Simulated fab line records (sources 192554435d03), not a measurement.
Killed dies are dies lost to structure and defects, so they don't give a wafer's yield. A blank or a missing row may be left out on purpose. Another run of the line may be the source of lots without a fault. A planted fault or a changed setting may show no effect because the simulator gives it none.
fab line records	flow n5Finfet
record: lots: 4	wafers: 10	lastDay: 16
route steps=1938 shown SD_EPI_N@276 SD_EPI_P@295 SD_ACTIVATION@332 BEOL_M4@1111
lots with no fault: from the same line, run without faults
startH: hours from the record's opening day to when the first of the lot's shown wafers began	waitH: hours elapsed since this lot's preceding step	" as in the row above	L1.1+2: a single row standing in for several wafers	- no value present, or no start provided	* or withheld: withheld	< > ~ a bound
route shown NAME@n: a module of which the file shows steps, and the number in the route of the first	usual: the fault-free wafers' mean and standard deviation	same: alike in all rows	chamber/n: place in a boat	sites: readings site by site	_std_site: standard deviation of those values	_edge_site: outer sites' mean less inner sites'	radiusMm: how far each site lies from the wafer's centre	mask NAME#n: copy n	behind: the last tool/chamber to shape the wafer	hold: why the lot was held/for how many hours/how that ended	device: transistor that didn't switch, given as n, p or np	end of line: the same wafers' tests at the end of the route	where a step has no rows: the recipe by itself	killed: the dies lost at the first sort to structure and to defects; this is not the yield of the wafer	map: the dies of a wafer, with x for killed, . for not killed, _ for no die there
set.NAME: the setting the step ran with; set.NAME@STEP: the setting that earlier step ran with	model.NAME: the simulator's own value behind a step, which no gauge read
certain route steps with their lots: each step a table, each wafer a row
services: when a tool's chamber went out of use (startH, in hours from the record's first day, below 0 if earlier), for how many hours, and the reason
== steps ==
step: N5_SD_EPI_N_STRIP_36
recipe: chemistry: N2/H2	tempC: 40	n2FlowSccm: 200	h2FlowSccm: 200	rfFrequencyHz: 6e+07
step: N5_SD_EPI_N_ETCHBACK_44
recipe: chemistry: CH3F/O2	mode: anisotropicEtchback	target: SiNx	targetDepthA: 145	stopOn: SiO2	overEtchFrac: 0.3	ionEnergyEv: 120	pressureMtorr: 30	sourceW: 395	biasW: 73	Ar_flow_sccm: 150	CH3F_flow_sccm: 30	O2_flow_sccm: 20
step: N5_SD_EPI_N_ETCH_45
recipe: chemistry: CH3F/O2	target: SiOCN	targetDepthA: 60	maskMaterial: SOC	ionEnergyEv: 60	biasW: 29	pressureMtorr: 15	sourceW: 410	Ar_flow_sccm: 150	CH3F_flow_sccm: 30	O2_flow_sccm: 20
step: N5_SD_EPI_N_ETCH_16
recipe: chemistry: CHF3/O2	target: SiO2	targetDepthA: 50	maskMaterial: SOC	pressureMtorr: 30	sourceW: 650	biasW: 170	Ar_flow_sccm: 200	CHF3_flow_sccm: 50	O2_flow_sccm: 5	ionEnergyEv: 200
step: N5_SD_EPI_N_STRIP_47
recipe: chemistry: CHF3/O2	resist: SiARC	rfFrequencyHz: 6e+07
step: N5_SD_EPI_N_SD_RECESS_17
recipe: chemistry: HBr/Cl2/O2	targetDepthA: 410	maskMaterial: SOC	timeS: 23.7	btTimeS: 3	pressureMtorr: 10	icpW: 800	biasW: 112	HBr_flow_sccm: 150	Cl2_flow_sccm: 80	O2_flow_sccm: 12
step: N5_SD_EPI_N_STRIP_38
recipe: chemistry: N2/H2	powerW: 1000	tempC: 250	h2Frac: 0.65	overashFraction: 0.3	pressureMtorr: withheld	n2FlowSccm: 1750	h2FlowSccm: 3250
step: N5_SD_EPI_N_WET_ETCH_43
recipe: chemistry: dHF	dilution: withheld	timeS: 14	target: SiO2	targetDepthA: 15	tempC: 25
step: N5_SD_EPI_N_STRIP_18
recipe: chemistry: SPM	timeS: 750	tempC: 130	h2so4H2o2VolRatio: 4
step: N5_SD_EPI_N_SRD_20
recipe: dry: ipaMarangoni	doPpb: 5	timeS: 30	tempC: 23	rinseLiquid: diw
step: N5_SD_EPI_N_PRECLEAN_48
recipe: chemistry: NF3:NH3	afsCycles: 2	tempC: 30	timeS: 20	sublimationTempC: 180	sublimationTimeS: 60	pressureTorr: 3	rfPowerW: 30
step: N5_SD_EPI_N_VAPOR_ETCH_50
recipe: chemistry: HCl	target: Si	tempC: 775	timeS: 54	pressureTorr: 20	mode: isotropic
step: N5_SD_EPI_N_EPI_21
recipe: material: Si:P	dopant: P	tempC: 680	pressureTorr: 255	timeS: 690
usual: epiGrowthTimeS: 690/0
lot.wafer	tool	chamber	startH	waitH	epiGrowthTimeS	model.Si-P_of_SD_EPI_N_EPI_21.thkNm
L202.2	epiRpcvd-03	0	98.41	0.4	690	59.2
L202.3	"	0	"	"	690	59.2
L202.6	"	0	"	"	690	59.4
L210.1	epiRpcvd-03	0	148.54	0.1	587.37	52.8
L210.4	"	0	"	"	690	58.6
L212.1	epiRpcvd-03	0	158.92	0.1	587.37	54.6
L212.3	"	0	"	"	690	61
L214.1	epiRpcvd-01	0	171.77	0.3	690	58.6
L214.2	"	0	"	"	690	59.8
L214.3	"	0	"	"	690	59.2
step: N5_SD_EPI_N_EPI_MEAS_23
recipe: mode: xrd
usual: thkNm: 59.1/1.4
lot.wafer	tool	chamber	startH	waitH	thkNm
L202.2	filmMetro-02	-	99.84	1.2	61.7
L202.3	"	-	"	"	59.0
L202.6	"	-	"	"	61.6
L210.1	filmMetro-01	-	150.26	1.4	52.2
L210.4	"	-	"	"	57.4
L212.1	filmMetro-01	-	160.64	1.4	55.2
L212.3	"	-	"	"	61.1
L214.1	filmMetro-01	-	174.05	1.9	57.5
L214.2	"	-	"	"	60.1
L214.3	"	-	"	"	59.7
step: N5_SD_EPI_N_PRECLEAN_24
recipe: chemistry: O3/DIW	timeS: 60	tempC: 22	o3Ppm: 10
step: N5_SD_EPI_N_SRD_25
recipe: timeS: 30	tempC: 23	rinseLiquid: diw	dry: ipaMarangoni
step: N5_SD_EPI_N_PRECLEAN_49
recipe: chemistry: NF3:NH3	afsCycles: 1	tempC: 30	timeS: 20	sublimationTempC: 180	sublimationTimeS: 60	pressureTorr: 3	rfPowerW: 30
step: N5_SD_EPI_N_LINER_46
recipe: material: SiNx	targetThkA: 30	tempC: 400	aldPrecursorFamily: SiH2I2	aldCoReactant: N2/H2-plasma	pressureTorr: 2
step: N5_SD_EPI_P_COAT_34
recipe: resist: SOC	tempC: 250	timeS: 60	spinRpm: 1500	resistThkNm: 350
step: N5_SD_EPI_P_COAT_35
recipe: resist: SiARC	tempC: 220	timeS: 60	spinRpm: 1500	resistThkNm: 35
step: N5_SD_EPI_P_COAT_03
recipe: resist: CAR-ArF-block	spinRpm: 1500	resistThkNm: 150
step: N5_SD_EPI_P_EBR_05
recipe: solvent: PGMEA	ebrWidthMm: 1.5
step: N5_SD_EPI_P_SOFTBAKE_04
recipe: tempC: 110	timeS: 60	resist: CAR-ArF-block
step: N5_SD_EPI_P_EXPOSE_06
recipe: maskId: SD_P_BLK	na: 1.35	sourceShape: conventional	sigmaOuter: 0.8	polarization: unpolarized	targetCdNm: 240	doseMj: 39.5
step: N5_SD_EPI_P_PEB_07
recipe: pebTempC: 110	pebTimeS: 60	resist: CAR-ArF-block
step: N5_SD_EPI_P_DEVELOP_08
recipe: developTimeS: 30	developer: TMAH	resist: CAR-ArF-block	devTempC: 23	rinseLiquid: diw	dry: airSpin
step: N5_SD_EPI_P_DESCUM_14
recipe: chemistry: O2	timeS: 7.9	sourcePowerW: 50	biasPowerW: 20	pressureMtorr: 20	rfFrequencyHz: 2.712e+07	tempC: 40	resist: CAR-ArF-block	o2FlowSccm: 225
step: N5_SD_EPI_P_ETCH_36
recipe: chemistry: CF4	target: SiARC	targetDepthA: 455	maskMaterial: CAR-ArF-block	timeS: 75.8	ionEnergyEv: 80	pressureMtorr: 40	sourceW: 545	biasW: 36	Ar_flow_sccm: 100	cf4FlowSccm: 100	ends: cleared
step: N5_SD_EPI_P_ETCH_37
recipe: chemistry: N2/H2	target: SOC	overetchA: 1080	maskMaterial: SiARC	tempC: 40	ionEnergyEv: 100	sourceW: 3000	biasW: 133	pressureMtorr: 20	timeS: 486	n2FlowSccm: 200	h2FlowSccm: 200	ends: endPoint
step: N5_SD_EPI_P_STRIP_38
recipe: chemistry: N2/H2	tempC: 40	n2FlowSccm: 200	h2FlowSccm: 200	rfFrequencyHz: 6e+07
step: N5_SD_EPI_P_ETCHBACK_46
recipe: chemistry: CH3F/O2	mode: anisotropicEtchback	target: SiNx	targetDepthA: 175	stopOn: SiO2	overEtchFrac: 0.3	ionEnergyEv: 120	pressureMtorr: 30	sourceW: 395	biasW: 73	Ar_flow_sccm: 150	CH3F_flow_sccm: 30	O2_flow_sccm: 20
step: N5_SD_EPI_P_ETCH_47
recipe: chemistry: CH3F/O2	target: SiOCN	targetDepthA: 250	maskMaterial: SOC	ionEnergyEv: 60	biasW: 29	pressureMtorr: 30	sourceW: 410	Ar_flow_sccm: 150	CH3F_flow_sccm: 30	O2_flow_sccm: 20
step: N5_SD_EPI_P_ETCH_16
recipe: chemistry: CHF3/O2	target: SiO2	targetDepthA: 50	maskMaterial: SOC	pressureMtorr: 30	sourceW: 650	biasW: 170	Ar_flow_sccm: 200	CHF3_flow_sccm: 50	O2_flow_sccm: 5	ionEnergyEv: 200
step: N5_SD_EPI_P_STRIP_50
recipe: chemistry: CHF3/O2	resist: SiARC	rfFrequencyHz: 6e+07
step: N5_SD_EPI_P_SD_RECESS_17
recipe: chemistry: HBr/Cl2/O2	targetDepthA: 391	btTimeS: 3	pressureMtorr: 10	icpW: 800	biasW: 112	HBr_flow_sccm: 150	Cl2_flow_sccm: 80	O2_flow_sccm: 12
step: N5_SD_EPI_P_WET_ETCH_45
recipe: chemistry: dHF	dilution: withheld	timeS: 10.7	target: SiO2	targetDepthA: 20	tempC: 25	dry: ipaMarangoni	rinseTimeS: 30	rinseTempC: 23
step: N5_SD_EPI_P_STRIP_40
recipe: chemistry: N2/H2	powerW: 1000	tempC: 250	h2Frac: 0.65	overashFraction: 0.3	pressureMtorr: withheld	n2FlowSccm: 1750	h2FlowSccm: 3250
step: N5_SD_EPI_P_PRECLEAN_52
recipe: chemistry: O3/DIW	timeS: 60	tempC: 22	o3Ppm: 10
step: N5_SD_EPI_P_PRECLEAN_24
recipe: chemistry: O3/DIW	timeS: 45	tempC: 22	o3Ppm: 10
usual: bathHeatDutyPct: 2.3/0.42
lot.wafer	tool	chamber	startH	waitH	bathHeatDutyPct	model.Si-P_of_SD_EPI_N_EPI_21.thkNm
L202.2	wetBench-04	2	105.60	0.0	2.4	58.4
L202.3	"	4	"	"	1.6	58.2
L202.6	"	6	"	"	2.8	58.6
L210.1	wetBench-04	0	155.08	0.0	2.6	52.2
L210.4	"	6	"	"	2.0	57.8
L212.1	wetBench-06	2	165.90	0.0	2.2	54
L212.3	"	1	"	"	2.7	60.2
L214.1	wetBench-05	6	179.24	0.0	2.9	57.8
L214.2	"	5	"	"	2.4	58.8
L214.3	"	7	"	"	2.9	58.2
step: N5_SD_ACTIVATION_RS_MEAS_03
recipe: thkMeasGauge: four-point-probe
usual: RS_SD_N: 21.9/0.32	RS_SD_P: 56.0/0.86
lot.wafer	tool	chamber	startH	waitH	RS_SD_N[ohm/sq]	RS_SD_P[ohm/sq]
L202.2	filmMetro-02	-	106.12	0.2	22.0	55.2
L202.3	"	-	"	"	22.0	55.6
L202.6	"	-	"	"	21.8	55.5
L210.1	filmMetro-02	-	155.58	0.2	24.4	56.2
L210.4	"	-	"	"	22.0	57.0
L212.1	filmMetro-02	-	166.44	0.2	23.6	57.3
L212.3	"	-	"	"	21.2	55.6
L214.1	filmMetro-01	-	179.75	0.2	22.2	54.9
L214.2	"	-	"	"	21.8	55.5
L214.3	"	-	"	"	22.0	54.3
step: N5_BEOL_M4_RC_MEAS_101
usual: DIBL_N: 36.2/1.4	DIBL_P: 36.1/1.5	IOFF_N: 0.153/0.02	IOFF_P: 0.215/0.03	ION_N: 672/8.6	ION_P: 463/6.8	RS_SD_N: 28.4/0.41	SS_N: 71.5/0.47	SS_P: 73.3/0.57	VT_N: 250.6/2.4	VT_P: -249/3.2
lot.wafer	tool	chamber	startH	waitH	DIBL_N[mV/V]	DIBL_P[mV/V]	IOFF_N[nA/um]	IOFF_P[nA/um]	ION_N[uA/um]	ION_P[uA/um]	RS_SD_N[ohm/sq]	SS_N[mV/dec]	SS_P[mV/dec]	VT_N[mV]	VT_P[mV]
L202.2	prober-02	0	219.82	0.2	35.8	36.5	0.136	0.194	660	450	28.3	71.9	73.3	252.8	-254
L202.3	"	0	"	"	35.6	37.2	0.150	0.212	675	469	28.5	71.8	73.2	250.4	-251
L202.6	"	0	"	"	36.1	37.8	0.153	0.216	671	468	28.3	71.8	73.2	253.2	-250
L210.1	prober-02	0	269.62	0.7	35.0	33.6	0.130	0.169	660	454	32.0	71.0	72.4	251.1	-254
L210.4	"	0	"	"	36.0	34.8	0.147	0.177	677	458	28.4	71.6	72.7	250.4	-251
L212.1	prober-02	0	276.67	0.0	35.4	35.4	0.144	0.192	676	460	30.4	71.4	73.7	252.9	-251
L212.3	"	0	"	"	35.3	35.2	0.140	0.188	669	464	27.6	71.4	73.8	251.8	-250
L214.1	prober-02	0	286.65	0.0	34.9	35.0	0.122	0.182	658	455	28.6	71.6	72.9	254.1	-256
L214.2	"	0	"	"	34.4	35.0	0.121	0.175	658	461	28.5	71.9	72.4	252.2	-252
L214.3	"	0	"	"	35.4	35.5	0.130	0.185	666	460	28.5	71.5	72.8	251.6	-252
== services ==
tool	chamber	startH	hours	kind
wetBench-04	-	88.22	0.5	repair
epiRpcvd-03	-	113.03	0.5	pm
epiRpcvd-03	-	144.59	1.9	repair
== key ==
firstSign: step: N5_SD_EPI_N_EPI_21	reading: epiGrowthTimeS	direction: down	sigmas: 99+	usual: *	struck: *
effect: step: N5_SD_EPI_N_EPI_MEAS_23	reading: thkNm	direction: down	sigmas: 4	usual: *	struck: *
effect: step: N5_SD_ACTIVATION_RS_MEAS_03	reading: RS_SD_N	direction: up	sigmas: 6.5	usual: 21.9	struck: 24.0
effect: step: N5_BEOL_M4_RC_MEAS_101	reading: RS_SD_N	direction: up	sigmas: 6.8	usual: 28.4	struck: 31.2
modelEffect: step: N5_SD_EPI_N_EPI_21	value: Si-P_of_SD_EPI_N_EPI_21.thkNm	without: 59.8	struck: 53.7
modelEffect: step: N5_SD_EPI_P_PRECLEAN_24	value: Si-P_of_SD_EPI_N_EPI_21.thkNm	without: 59	struck: 53.1
metAt N5_SD_EPI_N_EPI_21
struckWafers L210.1,L212.1
baselineLoss: step: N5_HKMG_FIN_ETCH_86	wafers: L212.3
onsetBetween 98.41 148.54
fault: kind: processParameterDrift	tool: epiRpcvd-03	chamber: -	onsetH: 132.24	steps: N5_SD_EPI_N_EPI_21	channel: epiGrowthTimeS	offset: *	shape: step	endH: 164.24	scope: struckWafersOnly	actsIn: *	stated: *
baselineLoss: these wafers lose ten dies or more at that step, a loss of the line's own and not of a fault; the sort's usual values leave them out
